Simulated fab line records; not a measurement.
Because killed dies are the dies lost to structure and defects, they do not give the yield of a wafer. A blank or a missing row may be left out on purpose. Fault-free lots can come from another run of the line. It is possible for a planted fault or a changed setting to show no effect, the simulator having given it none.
Comparing a struck lot with a sound one    flow nand-harc    16 steps out of a route of 1159
Sound: wafers L526.4, L526.5, L526.6. Struck: wafers L533.1, L533.2, L533.5. The cause is given at the end.
Each step with rows lists, per side, the tool, then ch with its chambers, then its first start. Under that, the readings that differ: sound wafers    struck wafers    difference of the means    sigmas: that difference in standard deviations of wafers without a fault.
alike: words and numbers the same on both sides, and readings whose means are apart by under 2 such deviations; not compared: readings that were withheld, readings missing a value for some wafer, numbers with overlapping values and no deviation given by the record, and bounds like >300 which may hide the same value.
The two part at a step that has a row with sigmas, a row that says differs or no value, or rows on one side only. Non-overlapping numbers with no deviation appear without sigmas and do not part them. Lack of a reading on every wafer of one side parts them only where that side has two or more wafers.

NHARC_P_GATE_CD_MEAS_46: target cd 720 nm.
  sound on cd-sem-02 ch 0, day 5 14:07; struck on cd-sem-02 ch 0, day 7 10:54
  alike: cd-nm
then, 1 step without rows for these wafers: NHARC_P_GATE_HARDBAKE_47 (time 80 s).
NHARC_P_GATE_DESCUM_48: chemistry O2, time 3 s.
  sound on rie-diel-05 ch 0,1, day 5 14:17; struck on rie-diel-05 ch 1,3, day 7 11:04
  alike: drypump-motor-current-A, o2-flow-sccm, oes-product-au, rf-vpp-V, showerhead-plenum-p-Torr, throttle-valve-pct
  not compared: rf-hours-counter-h
after that, 1 step had no rows for these wafers: NHARC_P_GATE_IMPLANT_49.
NHARC_P_GATE_STRIP_111: strips in N2/H2, time 250 s.
  sound on plasma-asher-01 ch 0,1, day 5 14:49; struck on plasma-asher-02 ch 0,1, day 7 11:31
  alike: drypump-motor-current-A, heater-power-w, temp-c
  not compared: rf-hours-counter-h
NHARC_P_GATE_STRIP_75: strips in O2.
  sound on plasma-asher-01 ch 0,1, day 5 15:00; struck on plasma-asher-02 ch 0,1, day 7 11:49
  alike: drypump-motor-current-A, heater-power-w, temp-c
  not compared: rf-hours-counter-h
then, 6 steps without rows for these wafers: NHARC_P_GATE_STRIP_50 (strips in SPM, time 900 s); NHARC_P_GATE_DEHYDRATE_51 (time 120 s); NHARC_P_GATE_HMDS_52 (time 30 s); NHARC_P_GATE_COAT_53; NHARC_P_GATE_SOFTBAKE_54 (time 95 s); NHARC_P_GATE_EBR_55.
NHARC_P_GATE_EXPOSE_56: exposes mask P PSD, target cd 720 nm.
  sound on krf-scanner-04 ch 0, day 5 15:46; struck on krf-scanner-04 ch 0, day 7 12:35
reading  sound                    struck                            difference  sigmas
mask     P_PSD#0 P_PSD#0 P_PSD#0  P_PSD_R1#0 P_PSD_R1#0 P_PSD_R1#0  differs     
  alike: exposure-dose-mJ-cm2
then, 2 steps without rows for these wafers: NHARC_P_GATE_PEB_57 (peb time 85 s); NHARC_P_GATE_DEVELOP_58 (time 70 s).
NHARC_P_GATE_CD_MEAS_59: target cd 720 nm.
  sound on cd-sem-02 ch 0, day 5 15:55; struck on cd-sem-02 ch 0
reading     sound              struck             difference  sigmas
cd-nm (nm)  722.1 721.9 721.1  739.6 739.5 741.2  +18.4       +13
  not compared: hold

== WHERE THEY PART ==
Last at NHARC_P_GATE_CD_MEAS_59 as far as this record goes, first at NHARC_P_GATE_EXPOSE_56.

WHY: whatever the simulator had introduced
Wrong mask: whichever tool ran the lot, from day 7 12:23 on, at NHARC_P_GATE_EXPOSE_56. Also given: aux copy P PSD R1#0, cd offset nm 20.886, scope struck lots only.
